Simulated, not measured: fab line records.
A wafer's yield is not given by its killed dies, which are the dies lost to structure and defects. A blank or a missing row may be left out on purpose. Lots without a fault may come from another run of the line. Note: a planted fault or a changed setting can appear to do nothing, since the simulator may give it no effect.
fab line records	flow n5-finfet	part 1 of 2: steps 1 to 14 of 24
record lots=5	wafers=15	last-day=15
route steps=1938 shown MOL_CONTACT_COAG@528
lots untouched by any fault: they come from a run of this same line in which no faults occurred
start-h: start of the lot's first displayed wafer, in hours after the record's first day	wait-h: how many hours have passed since the lot's step before this one	" unchanged from the row above	L1.1+2: a row that stands for several wafers	- value missing, or start not given	* or withheld: withheld	< > ~ a bound
route shown NAME@n: NAME is a module with steps in the file, n the number in the route of the first one	usual: mean/standard deviation of fault-free wafers	same: alike in all rows	chamber/n: place in a boat	sites: the reading at each site	_std_site: how widely they spread, as a standard deviation	_edge_site: mean of outer sites minus mean of inner sites	radius-mm: for every site, how far away it sits from the centre of the wafer	mask NAME#n: copy n	behind: the tool/chamber that last shaped the wafer	hold: cause of the lot's hold/its duration in hours/its outcome	device: the n, p or np transistor that did not switch	end of line: tests run on the same wafers once the route is complete	step lacking rows: just its recipe	killed: not the wafer's yield, but the dies lost to structure and defects at the first sort	map: a wafer's dies, x killed, . not, _ none there
set.NAME: the setting as run; set.NAME@STEP: as run at that earlier step	model.NAME: the simulator's own value behind a step, which no gauge read
lots at some steps of the route; a table a step, a row a wafer
services: when a tool's chamber went out of use (start-h, in hours from the record's first day, below 0 if earlier), for how many hours, and the reason
## steps
# step N5_MOL_CONTACT_COAG_INSPECT_10
# recipe mode=adi	inspect-instrument=brightfield
# usual raw-defect-count=71/32
lot.wafer	tool	chamber	start-h	wait-h	raw-defect-count
L075.1	defect-inspect-01	-	98.42	0.1	80
L075.4	"	-	"	"	33
L075.6	"	-	"	"	40
L079.3	defect-inspect-02	-	121.75	0.0	50
L079.4	"	-	"	"	71
L079.5	"	-	"	"	55
L084.1	defect-inspect-02	-	149.87	0.1	78
L084.4	"	-	"	"	80
L084.5	"	-	"	"	70
L085.2	defect-inspect-02	-	155.12	0.0	91
L085.3	"	-	"	"	64
L085.6	"	-	"	"	130
L088.2	defect-inspect-01	-	174.20	0.0	121
L088.3	"	-	"	"	106
L088.5	"	-	"	"	108
# step N5_MOL_CONTACT_COAG_DESCUM_13
# recipe chemistry=O2	time-s=7	source-power-w=50	bias-power-w=20	pressure-mtorr=20	rf-frequency-hz=2.712e+07	temp-c=40	resist=CAR-EUV	o2-flow-sccm=225
# usual drypump-motor-current-A=5.9/0.49	oes-product-au=0.78/0.078	rf-fwd-power-W=49.36/0.2	rf-vpp-V=243.2/1.3	showerhead-plenum-p-Torr=2.10/0.068	throttle-valve-pct=20.39/0.22
lot.wafer	tool	chamber	start-h	wait-h	drypump-motor-current-A	oes-product-au	rf-fwd-power-W	rf-hours-counter-h	rf-vpp-V	showerhead-plenum-p-Torr	throttle-valve-pct
L075.1	rie-diel-04	2	98.76	0.3	5.8	0.70	49.00	218	242.9	2.16	20.15
L075.4	"	1	"	"	5.7	0.82	49.10	97	244.2	2.10	20.59
L075.6	"	2	"	"	5.7	0.70	49.34	-	243.6	2.16	20.17
L079.3	rie-diel-04	1	122.30	0.5	5.7	0.79	49.25	108	243.7	2.10	20.60
L079.4	"	3	"	"	5.7	0.73	49.78	173	244.8	2.17	20.11
L079.5	"	1	"	"	5.7	0.80	49.17	-	243.4	2.10	20.61
L084.1	rie-diel-01	3	149.91	0.0	5.1	0.72	49.49	215	241.6	1.99	20.47
L084.4	"	2	"	"	6.6	0.71	49.54	193	243.4	2.09	20.46
L084.5	"	0	"	"	5.5	0.89	49.47	-	243.0	2.12	20.68
L085.2	rie-diel-01	2	155.16	0.0	6.6	0.71	49.50	195	241.7	2.09	20.47
L085.3	"	3	"	"	5.1	0.72	49.38	217	241.4	1.99	20.47
L085.6	"	1	"	"	6.6	0.87	49.40	-	243.1	2.14	20.78
L088.2	rie-diel-01	3	174.23	0.0	5.1	0.71	49.10	224	241.4	1.99	20.48
L088.3	"	2	"	"	6.6	0.70	49.53	204	242.0	2.08	20.48
L088.5	"	2	"	"	6.6	0.71	49.47	-	243.3	2.08	20.48
# step N5_MOL_CONTACT_COAG_ETCH_59
# recipe chemistry=N2/H2	target=underlayer	target-depth-a=130	mask-material=CAR-EUV	time-s=10.4	ion-energy-ev=200	pressure-mtorr=30	source-w=840	bias-w=150	n2-flow-sccm=200	h2-flow-sccm=200	ends=cleared
# usual drypump-motor-current-A=6.0/0.49	etch-rf-on-time-s=10.48/0.13	oes-product-au=0.67/0.065	rf-fwd-power-W=818.9/2.5	rf-vpp-V=524.2/2.3	showerhead-plenum-p-Torr=2.55/0.082	throttle-valve-pct=17.78/0.23
lot.wafer	tool	chamber	start-h	wait-h	drypump-motor-current-A	etch-rf-on-time-s	oes-product-au	rf-fwd-power-W	rf-hours-counter-h	rf-vpp-V	showerhead-plenum-p-Torr	throttle-valve-pct
L075.1	rie-diel-04	2	98.80	0.0	5.7	10.30	0.60	815.9	218	525.2	2.62	17.64
L075.4	"	1	"	"	5.7	10.18	0.70	816.0	97	525.0	2.56	18.10
L075.6	"	2	"	"	5.7	10.31	0.59	818.7	-	526.0	2.62	17.65
L079.3	rie-diel-04	1	122.34	0.0	5.7	10.21	0.69	817.1	108	525.3	2.56	18.12
L079.4	"	3	"	"	5.6	10.44	0.63	815.0	173	526.2	2.64	17.56
L079.5	"	1	"	"	5.7	10.34	0.69	821.2	-	523.8	2.56	18.12
L084.1	rie-diel-01	3	149.94	0.0	5.1	10.41	0.62	815.2	215	522.0	2.41	17.82
L084.4	"	2	"	"	6.6	10.57	0.61	815.8	193	523.0	2.52	17.78
L084.5	"	0	"	"	5.5	10.53	0.76	820.5	-	524.1	2.59	18.09
L085.2	rie-diel-01	2	155.19	0.0	6.6	10.46	0.61	818.8	195	522.6	2.52	17.82
L085.3	"	3	"	"	5.1	10.40	0.62	816.4	217	521.1	2.41	17.81
L085.6	"	1	"	"	6.6	10.32	0.75	821.1	-	523.6	2.58	18.23
L088.2	rie-diel-01	3	174.27	0.0	5.1	10.48	0.61	817.2	224	520.7	2.41	17.84
L088.3	"	2	"	"	6.6	10.55	0.60	819.2	204	522.0	2.51	17.82
L088.5	"	2	"	"	6.6	10.52	0.60	817.0	-	524.4	2.51	17.82
# step N5_MOL_CONTACT_COAG_ETCH_105
# recipe chemistry=CF4	target=SiARC	target-depth-a=156	mask-material=CAR-EUV	time-s=26	ion-energy-ev=80	pressure-mtorr=40	source-w=545	bias-w=36	Ar_flow_sccm=100	cf4-flow-sccm=100	ends=cleared
# usual drypump-motor-current-A=5.9/0.5	etch-rf-on-time-s=26.2/0.33	oes-product-au=0.67/0.065	rf-fwd-power-W=532.0/1.7	rf-vpp-V=184.1/1.2	showerhead-plenum-p-Torr=2.15/0.066	throttle-valve-pct=15.60/0.18
lot.wafer	tool	chamber	start-h	wait-h	drypump-motor-current-A	etch-rf-on-time-s	oes-product-au	rf-fwd-power-W	rf-hours-counter-h	rf-vpp-V	showerhead-plenum-p-Torr	throttle-valve-pct
L075.1	rie-diel-04	2	98.82	0.0	5.7	26.1	0.60	530.9	218	185.5	2.21	15.47
L075.4	"	1	"	"	5.7	25.7	0.70	530.2	98	183.8	2.16	15.79
L075.6	"	2	"	"	5.8	26.0	0.59	528.7	-	183.8	2.21	15.48
L079.3	rie-diel-04	1	122.36	0.0	5.7	25.9	0.68	530.4	108	183.9	2.15	15.81
L079.4	"	3	"	"	5.7	26.3	0.63	531.6	173	185.1	2.22	15.39
L079.5	"	1	"	"	5.7	25.7	0.69	530.5	-	182.9	2.15	15.81
L084.1	rie-diel-01	3	149.96	0.0	5.1	26.1	0.61	532.4	215	181.6	2.04	15.67
L084.4	"	2	"	"	6.6	26.5	0.61	531.7	193	183.9	2.13	15.69
L084.5	"	0	"	"	5.4	26.0	0.76	532.5	-	185.4	2.18	15.82
L085.2	rie-diel-01	2	155.21	0.0	6.6	26.6	0.61	530.4	195	183.8	2.13	15.66
L085.3	"	3	"	"	5.1	26.1	0.62	531.7	217	184.1	2.04	15.68
L085.6	"	1	"	"	6.6	25.9	0.75	531.6	-	184.0	2.18	15.85
L088.2	rie-diel-01	3	174.28	0.0	5.1	25.8	0.62	530.6	224	182.2	2.03	15.71
L088.3	"	2	"	"	6.6	26.2	0.60	530.9	204	184.7	2.13	15.68
L088.5	"	2	"	"	6.6	26.3	0.60	530.7	-	183.9	2.13	15.69
# step N5_MOL_CONTACT_COAG_ETCH_106
# recipe chemistry=N2/H2	target=SOC	target-depth-a=800	overetch-a=160	mask-material=SiARC	temp-c=40	time-s=120	ion-energy-ev=200	pressure-mtorr=30	source-w=840	bias-w=150	n2-flow-sccm=200	h2-flow-sccm=200
# usual drypump-motor-current-A=6.0/0.49	oes-product-au=0.70/0.068	rf-fwd-power-W=835.4/2.6	rf-vpp-V=524.2/2.5	showerhead-plenum-p-Torr=2.55/0.082	throttle-valve-pct=17.76/0.23
lot.wafer	tool	chamber	start-h	wait-h	drypump-motor-current-A	oes-product-au	rf-fwd-power-W	rf-hours-counter-h	rf-vpp-V	showerhead-plenum-p-Torr	throttle-valve-pct
L075.1	rie-diel-04	2	98.85	0.0	5.7	0.62	835.2	218	524.9	2.62	17.62
L075.4	"	1	"	"	5.7	0.72	834.3	98	523.2	2.56	18.07
L075.6	"	2	"	"	5.7	0.63	830.3	-	525.3	2.62	17.62
L079.3	rie-diel-04	1	122.38	0.0	5.7	0.72	832.8	108	525.2	2.56	18.09
L079.4	"	3	"	"	5.6	0.67	836.3	173	526.6	2.64	17.53
L079.5	"	1	"	"	5.7	0.71	835.0	-	523.3	2.56	18.09
L084.1	rie-diel-01	3	149.99	0.0	5.1	0.65	835.3	215	520.4	2.41	17.80
L084.4	"	2	"	"	6.6	0.63	834.5	193	523.5	2.52	17.78
L084.5	"	0	"	"	5.5	0.79	837.2	-	525.6	2.59	18.04
L085.2	rie-diel-01	2	155.24	0.0	6.6	0.64	837.5	195	524.4	2.52	17.76
L085.3	"	3	"	"	5.1	0.65	835.4	217	519.7	2.41	17.79
L085.6	"	1	"	"	6.6	0.78	835.1	-	525.1	2.58	18.20
L088.2	rie-diel-01	3	174.31	0.0	5.1	0.64	837.9	224	521.0	2.41	17.82
L088.3	"	2	"	"	6.7	0.63	836.7	204	523.1	2.51	17.79
L088.5	"	2	"	"	6.6	0.63	838.5	-	522.5	2.51	17.80
# step N5_MOL_CONTACT_COAG_STRIP_107
# recipe chemistry=N2/H2	temp-c=40	n2-flow-sccm=200	h2-flow-sccm=200	rf-frequency-hz=6e+07
lot.wafer	tool	chamber	start-h	wait-h
L075.1+4+6	rie-diel-04	2,1,2	98.93	0.0
L079.3+4+5	rie-diel-04	1,3,1	122.47	0.0
L084.1+4+5	rie-diel-01	3,2,0	150.07	0.0
L085.2+3+6	rie-diel-01	2,3,1	155.32	0.0
L088.2+3+5	rie-diel-01	3,2,2	174.39	0.0
# step N5_MOL_CONTACT_COAG_STRIP_108
# recipe chemistry=N2/H2	temp-c=40	n2-flow-sccm=200	h2-flow-sccm=200	rf-frequency-hz=6e+07
lot.wafer	tool	chamber	start-h	wait-h
L075.1+4+6	rie-diel-04	2,1,2	98.94	0.0
L079.3+4+5	rie-diel-04	1,3,1	122.48	0.0
L084.1+4+5	rie-diel-01	3,2,0	150.08	0.0
L085.2+3+6	rie-diel-01	2,3,1	155.33	0.0
L088.2+3+5	rie-diel-01	3,2,2	174.40	0.0
# step N5_MOL_CONTACT_COAG_CONTACT_ETCH_14
# recipe chemistry=C4F6/O2	target=SiO2	target-depth-a=275	overetch-a=85	mask-material=SOC	pressure-mtorr=30	source-w=370	bias-w=185	Ar_flow_sccm=300	C4F6_flow_sccm=16	O2_flow_sccm=10	time-s=20	ion-energy-ev=259.6
# usual drypump-motor-current-A=6.0/0.49	oes_ar_750_au=0.78/0.074	oes-product-au=0.67/0.064	rf-fwd-power-W=363.7/1.8	rf-vpp-V=693/3.2	showerhead-plenum-p-Torr=2.89/0.092	throttle-valve-pct=21.25/0.23
lot.wafer	tool	chamber	start-h	wait-h	drypump-motor-current-A	oes_ar_750_au	oes-product-au	rf-fwd-power-W	rf-hours-counter-h	rf-vpp-V	showerhead-plenum-p-Torr	throttle-valve-pct
L075.1	rie-diel-04	2	98.95	0.0	5.7	0.70	0.60	362.9	219	695	2.96	21.01
L075.4	"	1	"	"	5.7	0.81	0.69	359.8	98	694	2.90	21.46
L075.6	"	2	"	"	5.8	0.70	0.60	362.3	-	697	2.96	20.99
L079.3	rie-diel-04	1	122.49	0.0	5.7	0.80	0.67	361.3	108	693	2.89	21.50
L079.4	"	3	"	"	5.7	0.74	0.63	365.1	173	695	3.00	21.07
L079.5	"	1	"	"	5.7	0.81	0.68	360.5	-	693	2.89	21.49
L084.1	rie-diel-01	3	150.09	0.0	5.1	0.73	0.61	363.0	215	687	2.75	21.29
L084.4	"	2	"	"	6.7	0.71	0.61	364.2	194	692	2.86	21.26
L084.5	"	0	"	"	5.5	0.88	0.75	364.5	-	694	2.93	21.60
L085.2	rie-diel-01	2	155.34	0.0	6.6	0.71	0.61	362.9	195	692	2.86	21.27
L085.3	"	3	"	"	5.1	0.73	0.62	364.2	217	687	2.75	21.32
L085.6	"	1	"	"	6.6	0.87	0.74	362.7	-	695	2.94	21.65
L088.2	rie-diel-01	3	174.41	0.0	5.1	0.72	0.60	362.7	224	688	2.74	21.32
L088.3	"	2	"	"	6.6	0.71	0.60	363.4	204	691	2.86	21.26
L088.5	"	2	"	"	6.6	0.71	0.60	364.8	-	693	2.86	21.28
# step N5_MOL_CONTACT_COAG_STRIP_109
# recipe chemistry=C4F6/O2	resist=SiARC	rf-frequency-hz=6e+07
lot.wafer	tool	chamber	start-h	wait-h
L075.1+4+6	rie-diel-04	2,1,2	98.97	0.0
L079.3+4+5	rie-diel-04	1,3,1	122.51	0.0
L084.1+4+5	rie-diel-01	3,2,0	150.12	0.0
L085.2+3+6	rie-diel-01	2,3,1	155.37	0.0
L088.2+3+5	rie-diel-01	3,2,2	174.44	0.0
# step N5_MOL_CONTACT_COAG_ETCH_15
# recipe chemistry=CH3F/O2	target=SiNx	target-depth-a=70	mask-material=SOC	stop-on=Si:P	over-etch-frac=0.75	ion-energy-ev=120	pressure-mtorr=30	source-w=395	bias-w=73	Ar_flow_sccm=150	CH3F_flow_sccm=30	O2_flow_sccm=20
# usual drypump-motor-current-A=5.9/0.49	oes_ar_750_au=0.78/0.075	oes-product-au=0.57/0.055	rf-fwd-power-W=392.5/1.3	rf-vpp-V=297.6/2.5	showerhead-plenum-p-Torr=2.01/0.067	throttle-valve-pct=16.32/0.19
lot.wafer	tool	chamber	start-h	wait-h	drypump-motor-current-A	oes_ar_750_au	oes-product-au	rf-fwd-power-W	rf-hours-counter-h	rf-vpp-V	showerhead-plenum-p-Torr	throttle-valve-pct
L075.1	rie-diel-04	2	98.98	0.0	5.7	0.69	0.52	391.1	219	293.2	2.06	16.15
L075.4	"	1	"	"	5.7	0.81	0.59	389.6	98	298.3	2.01	16.49
L075.6	"	2	"	"	5.8	0.70	0.51	390.3	-	293.3	2.06	16.15
L079.3	rie-diel-04	1	122.52	0.0	5.7	0.80	0.58	391.7	108	299.1	2.01	16.53
L079.4	"	3	"	"	5.7	0.75	0.54	391.8	173	298.7	2.09	16.14
L079.5	"	1	"	"	5.7	0.80	0.58	392.1	-	297.9	2.01	16.52
L084.1	rie-diel-01	3	150.13	0.0	5.1	0.73	0.54	392.6	215	293.4	1.90	16.43
L084.4	"	2	"	"	6.6	0.72	0.52	392.0	194	298.8	1.99	16.39
L084.5	"	0	"	"	5.4	0.89	0.64	393.5	-	298.3	2.04	16.58
L085.2	rie-diel-01	2	155.38	0.0	6.6	0.71	0.52	392.8	195	299.0	1.99	16.36
L085.3	"	3	"	"	5.1	0.73	0.53	388.9	217	294.0	1.90	16.43
L085.6	"	1	"	"	6.6	0.87	0.63	391.6	-	300.2	2.04	16.59
L088.2	rie-diel-01	3	174.45	0.0	5.1	0.73	0.52	392.9	224	294.8	1.90	16.44
L088.3	"	2	"	"	6.6	0.71	0.51	391.3	204	297.9	1.99	16.38
L088.5	"	2	"	"	6.6	0.71	0.52	392.6	-	298.7	1.99	16.37
# step N5_MOL_CONTACT_COAG_ETCH_110
# recipe chemistry=CF4/O2	target=Si	target-depth-a=25	time-s=8	pressure-mtorr=100	source-w=200	bias-w=12	ion-energy-ev=60	Ar_flow_sccm=100	cf4-flow-sccm=100	O2_flow_sccm=10
# usual drypump-motor-current-A=6.0/0.49	oes_ar_750_au=0.78/0.075	oes-product-au=0.78/0.077	rf-fwd-power-W=198.2/0.72	rf-vpp-V=127.6/1.4	showerhead-plenum-p-Torr=2.23/0.068	throttle-valve-pct=10.76/0.18
lot.wafer	tool	chamber	start-h	wait-h	drypump-motor-current-A	oes_ar_750_au	oes-product-au	rf-fwd-power-W	rf-hours-counter-h	rf-vpp-V	showerhead-plenum-p-Torr	throttle-valve-pct
L075.1	rie-diel-04	2	99.04	0.0	5.8	0.69	0.70	199.2	219	124.7	2.29	10.76
L075.4	"	1	"	"	5.7	0.82	0.81	198.1	98	127.1	2.24	10.86
L075.6	"	2	"	"	5.8	0.69	0.69	199.1	-	124.9	2.29	10.77
L079.3	rie-diel-04	1	122.58	0.0	5.7	0.81	0.80	197.8	108	127.5	2.23	10.88
L079.4	"	3	"	"	5.6	0.76	0.74	198.2	173	125.8	2.30	10.64
L079.5	"	1	"	"	5.7	0.80	0.80	197.3	-	127.2	2.23	10.89
L084.1	rie-diel-01	3	150.19	0.0	5.1	0.74	0.72	197.7	215	124.8	2.12	10.93
L084.4	"	2	"	"	6.6	0.71	0.71	199.0	194	128.0	2.22	10.87
L084.5	"	0	"	"	5.4	0.89	0.88	198.1	-	129.8	2.26	10.82
L085.2	rie-diel-01	2	155.44	0.0	6.6	0.71	0.70	199.0	195	128.7	2.22	10.89
L085.3	"	3	"	"	5.1	0.73	0.72	197.4	217	126.2	2.12	10.91
L085.6	"	1	"	"	6.6	0.88	0.86	198.2	-	128.9	2.26	10.85
L088.2	rie-diel-01	3	174.51	0.0	5.1	0.73	0.72	198.2	224	125.1	2.11	10.95
L088.3	"	2	"	"	6.6	0.70	0.70	198.1	204	127.9	2.21	10.90
L088.5	"	2	"	"	6.6	0.71	0.71	198.1	-	127.5	2.21	10.90
# step N5_MOL_CONTACT_COAG_STRIP_98
# recipe chemistry=N2/H2	power-w=500	temp-c=40	pressure-mtorr=50	rf-frequency-hz=6e+07	overash-fraction=0.3	bias-power-w=8	h2-frac=0.5	n2-flow-sccm=300	h2-flow-sccm=300
# usual drypump-motor-current-A=6.0/0.5	oes-product-au=0.78/0.078	rf-vpp-V=54.4/1.5	showerhead-plenum-p-Torr=3.37/0.1	throttle-valve-pct=18.8/0.38
lot.wafer	tool	chamber	start-h	wait-h	drypump-motor-current-A	oes-product-au	rf-hours-counter-h	rf-vpp-V	showerhead-plenum-p-Torr	throttle-valve-pct
L075.1	rie-diel-04	2	99.09	0.0	5.8	0.71	219	55.6	3.46	18.7
L075.4	"	1	"	"	5.7	0.81	98	55.9	3.39	19.3
L075.6	"	2	"	"	5.7	0.70	-	53.0	3.46	18.7
L079.3	rie-diel-04	1	122.63	0.0	5.7	0.81	108	52.9	3.38	19.3
L079.4	"	3	"	"	5.7	0.74	173	54.9	3.48	18.6
L079.5	"	1	"	"	5.8	0.80	-	54.8	3.38	19.3
L084.1	rie-diel-01	3	150.23	0.0	5.1	0.73	215	52.9	3.19	18.7
L084.4	"	2	"	"	6.6	0.72	194	53.6	3.33	18.8
L084.5	"	0	"	"	5.4	0.90	-	54.6	3.41	19.1
L085.2	rie-diel-01	2	155.48	0.0	6.6	0.71	195	53.0	3.33	18.8
L085.3	"	3	"	"	5.1	0.73	217	53.1	3.19	18.7
L085.6	"	1	"	"	6.6	0.87	-	53.2	3.41	19.8
L088.2	rie-diel-01	3	174.56	0.0	5.1	0.71	224	54.1	3.18	18.7
L088.3	"	2	"	"	6.6	0.70	204	54.3	3.32	18.8
L088.5	"	2	"	"	6.6	0.70	-	55.1	3.32	18.8
# step N5_MOL_CONTACT_COAG_CD_MEAS_99
# recipe target-cd-nm=17.2	polarity=opening
# usual cd-nm=17.1/0.31
lot.wafer	tool	chamber	start-h	wait-h	cd-nm
L075.1	cd-sem-02	-	99.16	-	17.3
L075.4	"	-	"	"	17.1
L075.6	"	-	"	"	17.3
L079.3	cd-sem-03	-	122.70	-	17.1
L079.4	"	-	"	"	17.3
L079.5	"	-	"	"	17.0
L084.1	cd-sem-03	-	150.30	-	17.1
L084.4	"	-	"	"	16.4
L084.5	"	-	"	"	17.2
L085.2	cd-sem-02	-	155.56	-	16.8
L085.3	"	-	"	"	17.0
L085.6	"	-	"	"	17.4
L088.2	cd-sem-02	-	174.63	-	16.6
L088.3	"	-	"	"	16.5
L088.5	"	-	"	"	17.0
# step N5_MOL_CONTACT_COAG_IMPLANT_129
# recipe species=Ge	energy-kev=3	dose-cm2=6e+14	tilt-deg=0	rotation-deg=0
# usual beam-on-s=37.4/0.81	rotation-deg=0.002/0.022
lot.wafer	tool	chamber	start-h	wait-h	beam-on-s	rotation-deg
L075.1	implanter-01	0	99.19	0.0	36.6	-0.012
L075.4	"	0	"	"	37.7	0.003
L075.6	"	0	"	"	36.9	-0.014
L079.3	implanter-02	0	122.79	0.1	37.8	0.014
L079.4	"	0	"	"	37.4	0.014
L079.5	"	0	"	"	36.7	0.027
L084.1	implanter-02	0	150.34	0.0	37.5	0.017
L084.4	"	0	"	"	37.7	0.017
L084.5	"	0	"	"	37.4	0.021
L085.2	implanter-01	0	155.62	0.1	39.0	-0.016
L085.3	"	0	"	"	39.0	-0.020
L085.6	"	0	"	"	39.1	-0.009
L088.2	implanter-02	0	174.70	0.1	37.3	0.021
L088.3	"	0	"	"	37.2	0.012
L088.5	"	0	"	"	36.6	0.001
